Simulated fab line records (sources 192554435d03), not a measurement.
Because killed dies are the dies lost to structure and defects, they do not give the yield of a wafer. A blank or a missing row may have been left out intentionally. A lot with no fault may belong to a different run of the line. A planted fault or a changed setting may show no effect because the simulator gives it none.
Matching of chambers -- flow n5Finfet -- N5_BEOL_M10_ETCH_66 on rieDiel-01 has 4 sister chambers
The step etches SOC in N2/H2, target depth 120 nm, overetch 24 nm, time 180 s. 4 wafers are shown with their chamber, then 9 later ones without.

WAFERS WITH THEIR CHAMBER
wafer,chamber,drypumpMotorCurrentA (A)
L078.6,2,6.1
L088.2,1,5.9
L088.3,3,5.2
L088.5,0,5.2

WAFERS MISSING THEIR CHAMBER
wafer,drypumpMotorCurrentA (A)
L092.1,5.2
L092.2,6.1
L092.4,5.2
L091.1,5.9
L091.3,5.2
L091.6,5.3
L095.1,5.9
L095.2,5.2
L095.4,5.2

WHICH CHAMBER EACH WENT THROUGH
wafer,from the rows above,in truth
L092.1,can't be placed: 0 or 3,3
L092.2,2,2
L092.4,can't be placed: 0 or 3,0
L091.1,1,1
L091.3,can't be placed: 0 or 3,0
L091.6,can't be placed: 0 or 3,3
L095.1,1,1
L095.2,can't be placed: 0 or 3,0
L095.4,can't be placed: 0 or 3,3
Placed correctly: 3 of 9. Can't be placed from these rows: 6 (the true chamber is among the candidates in 6). Number placed wrongly: 0.
How it was worked out, from the rows above alone: a wafer's distance from a chamber is the root of the sum, over the readings, of the square of ((its reading less the chamber's mean) divided by the reading's scatter). The wafer belongs to the nearest chamber; if the next one is less than 2 further off, it can't be placed. A chamber's mean is the mean of its shown wafers. The scatter: with one shown wafer a chamber, the root of the mean of the squares of how far each hidden wafer lies from its nearest shown one.
